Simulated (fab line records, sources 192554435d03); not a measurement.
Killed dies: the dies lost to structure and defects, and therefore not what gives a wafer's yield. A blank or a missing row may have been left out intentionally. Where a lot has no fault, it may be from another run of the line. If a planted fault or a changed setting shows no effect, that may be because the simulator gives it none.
Matching of chambers / flow n5 finfet / 3 sister chambers for N5_SDB_HM_DEP_00 on pecvd-01
The step deposits SiNx from SiH4/NH3/N2, target thk 40 nm, time 35.3 s. 3 wafers are shown with their chamber, then 8 later ones without.

WAFERS WITH THEIR CHAMBER
wafer=L083.5; chamber=0; throttle valve pct (%)=41.6
wafer=L084.6; chamber=1; throttle valve pct (%)=43.0
wafer=L086.1; chamber=2; throttle valve pct (%)=38.3

WAFERS WITH NO CHAMBER GIVEN
wafer=L086.5; throttle valve pct (%)=41.8
wafer=L086.6; throttle valve pct (%)=42.8
wafer=L093.3; throttle valve pct (%)=42.8
wafer=L093.4; throttle valve pct (%)=43.0
wafer=L093.6; throttle valve pct (%)=38.4
wafer=L094.1; throttle valve pct (%)=42.0
wafer=L094.4; throttle valve pct (%)=38.2
wafer=L094.5; throttle valve pct (%)=42.9

THE CHAMBER EACH PASSED THROUGH
wafer=L086.5; from the rows above=0; in truth=0
wafer=L086.6; from the rows above=1; in truth=1
wafer=L093.3; from the rows above=1; in truth=1
wafer=L093.4; from the rows above=1; in truth=1
wafer=L093.6; from the rows above=2; in truth=2
wafer=L094.1; from the rows above=0; in truth=0
wafer=L094.4; from the rows above=2; in truth=2
wafer=L094.5; from the rows above=1; in truth=1
Correct placement for 8 of the 8. Can't be placed from these rows: 0. Number placed wrongly: 0.
How it was worked out, from the rows above alone: a wafer's distance from a chamber is the root of the sum, over the readings, of the square of ((its reading less the chamber's mean) divided by the reading's scatter). The wafer belongs to the nearest chamber; if the next one is less than 2 further off, it can't be placed. For every chamber, the mean is computed from those of its wafers that are shown. The scatter: root of mean squared gap, hidden wafer to nearest shown wafer, with one shown wafer a chamber.
